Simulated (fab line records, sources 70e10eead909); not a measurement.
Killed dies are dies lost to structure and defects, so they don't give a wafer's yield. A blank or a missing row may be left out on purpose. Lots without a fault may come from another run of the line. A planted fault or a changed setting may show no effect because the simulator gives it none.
One fault seen from 2 desks | flow nand_harc | each desk has only its own numbers; what lay behind them comes last

THE METROLOGY DESK
What the gauges read, lot by lot, whatever tool the lot ran on: means of the sampled wafers that have a number. A lot is out of limits, marked OUT, if its mean lies more than 4 standard deviations from the usual mean; the brackets give that distance.
Columns: A = thk_nm at NHARC_A_ONON_D1_THK_MEAS_02, usual 999 nm
lot  | first seen here | A
L822 | day 8 04:32     | 999
L823 | day 8 16:21     | 999
L825 | day 9 12:22     | 1004
L827 | day 10 11:29    | 999
L828 | day 11 00:47    | 994
L829 | day 11 00:47    | 1002
L830 | day 11 16:16    | 1025
L833 | day 13 02:39    | 881 (-11) OUT
L834 | day 13 06:32    | 748 (-23) OUT
L841 | day 15 20:24    | 996
L842 | day 16 08:40    | 988
L843 | day 17 14:30    | 988
L844 | day 17 14:30    | 1000
This desk's finding: out of limits on L833, L834; first on L833, day 13 02:39 (thk_nm at NHARC_A_ONON_D1_THK_MEAS_02). In limits: L822, L823, L825, L827, L828, L829, L830, L841, L842, L843, L844.

THE DEFECT DESK
What the inspections along the route counted, lot by lot: means of the sampled wafers that have a number. A lot is out of limits, marked OUT, if its mean lies more than 4 standard deviations from the usual mean; the brackets give that distance.
Columns: A = raw_defect_count at NHARC_A_START_INSPECT_01, usual 3.2; B = raw_defect_count at NHARC_A_ZERO_WELL_INSPECT_17, usual 10
lot  | first seen here | A   | B
L822 | day 7 05:36     | 4.0 | 9
L823 | day 7 17:05     | 4.0 | 9
L825 | day 8 12:38     | 3.3 | 9
L827 | day 9 08:40     | 1.3 | 11
L828 | day 9 22:04     | 4.7 | 10
L829 | day 9 22:50     | 3.7 | 10
L830 | day 10 17:29    | 3.0 | 9
L833 | day 12 03:46    | 2.3 | 7
L834 | day 12 07:51    | 3.7 | 11
L841 | day 14 20:08    | 3.7 | 9
L842 | day 15 09:21    | 3.7 | 7
L844 | day 16 15:40    | 2.7 | 3
L843 | day 16 16:20    | 3.0 | 9
This desk's finding: nothing out of limits on any of the 13 lots.

PUT TOGETHER
The metrology desk could have raised an alarm at day 13 02:39, on L833, L834.
The defect desk saw nothing out of limits.
The defect desk has L833, L834 on record, within its limits.
Of the lots named, all ran NHARC_A_ONON_D1_DEP_00 on pecvd_onon-01.

WHAT THE SIMULATOR HAD PUT IN
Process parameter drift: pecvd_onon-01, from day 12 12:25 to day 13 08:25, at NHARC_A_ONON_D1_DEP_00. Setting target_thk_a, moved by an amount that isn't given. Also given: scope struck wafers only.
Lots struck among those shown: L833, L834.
Hours from the fault's start to each desk's first reading out of limits: the metrology desk, 14.
